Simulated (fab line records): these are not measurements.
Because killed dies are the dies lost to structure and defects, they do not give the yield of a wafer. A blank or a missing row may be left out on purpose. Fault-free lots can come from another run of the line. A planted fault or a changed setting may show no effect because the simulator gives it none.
Chamber matching :: flow n5-finfet :: 4 sister chambers for N5_ILD0_ALD_15 on ald-sin-02
The step deposits SiNx, target thk 24 nm, pulse time 1 s, ald cycles 480. 14 wafers are shown with their chamber, then 7 later ones without.

EACH WAFER AND ITS CHAMBER
wafer: L074.1
chamber: 3
heater-power-w (W): 853
precursor-pulse-height-rel: 0.998

wafer: L074.3
chamber: 0
heater-power-w (W): 972
precursor-pulse-height-rel: 1.004

wafer: L074.5
chamber: 0
heater-power-w (W): 983
precursor-pulse-height-rel: 1.011

wafer: L081.2
chamber: 2
heater-power-w (W): 879
precursor-pulse-height-rel: 0.974

wafer: L081.4
chamber: 0
heater-power-w (W): 902
precursor-pulse-height-rel: 1.003

wafer: L081.6
chamber: 0
heater-power-w (W): 906
precursor-pulse-height-rel: 1.039

wafer: L087.3
chamber: 3
heater-power-w (W): 858
precursor-pulse-height-rel: 1.016

wafer: L087.4
chamber: 0
heater-power-w (W): 904
precursor-pulse-height-rel: 1.030

wafer: L087.5
chamber: 2
heater-power-w (W): 873
precursor-pulse-height-rel: 1.006

wafer: L088.1
chamber: 3
heater-power-w (W): 822
precursor-pulse-height-rel: 1.018

wafer: L088.2
chamber: 1
heater-power-w (W): 750
precursor-pulse-height-rel: 1.001

wafer: L088.5
chamber: 3
heater-power-w (W): 825
precursor-pulse-height-rel: 1.014

wafer: L093.2
chamber: 2
heater-power-w (W): 848
precursor-pulse-height-rel: 0.990

wafer: L093.4
chamber: 0
heater-power-w (W): 919
precursor-pulse-height-rel: 1.016

SIGNATURES, as means of the wafers listed above
reading: heater-power-w
chamber 0: 931.00
chamber 1: 750.00
chamber 2: 866.67
chamber 3: 839.50
scatter within a chamber: 28.8

reading: precursor-pulse-height-rel
chamber 0: 1.01717
chamber 1: 1.00100
chamber 2: 0.99000
chamber 3: 1.01150
scatter within a chamber: 0.0135
Rule: for each reading, subtract the chamber's mean from the wafer's reading, divide by that reading's scatter and square the result; add these up over the readings and take the root, which gives the wafer's distance from the chamber. The wafer belongs to the nearest chamber; if the next one is less than 2 further off, it can't be placed. The scatter: take each reading less its chamber's mean, square it, sum over the shown wafers, divide by the number of wafers less the number of chambers, and take the root.

WAFERS MISSING THEIR CHAMBER
wafer: L093.6
heater-power-w (W): 911
precursor-pulse-height-rel: 0.996

wafer: L095.1
heater-power-w (W): 776
precursor-pulse-height-rel: 0.959

wafer: L095.3
heater-power-w (W): 865
precursor-pulse-height-rel: 1.007

wafer: L095.4
heater-power-w (W): 936
precursor-pulse-height-rel: 1.033

wafer: L096.1
heater-power-w (W): 771
precursor-pulse-height-rel: 0.975

wafer: L096.3
heater-power-w (W): 886
precursor-pulse-height-rel: 1.001

wafer: L096.4
heater-power-w (W): 883
precursor-pulse-height-rel: 1.019

THE CHAMBER EACH PASSED THROUGH
wafer: L093.6
from the rows above: can't be placed: 2 or 0 or 3
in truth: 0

wafer: L095.1
from the rows above: can't be placed: 1 or 2 or 3
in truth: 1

wafer: L095.3
from the rows above: can't be placed: 3 or 2 or 0
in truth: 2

wafer: L095.4
from the rows above: 0
in truth: 0

wafer: L096.1
from the rows above: can't be placed: 1 or 2 or 3
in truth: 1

wafer: L096.3
from the rows above: can't be placed: 2 or 3 or 0
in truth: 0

wafer: L096.4
from the rows above: can't be placed: 3 or 0 or 2
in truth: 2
1 of 7 placed correctly. These rows do not allow placing 6 (true chamber among the candidates in 6). 0 placed wrongly.
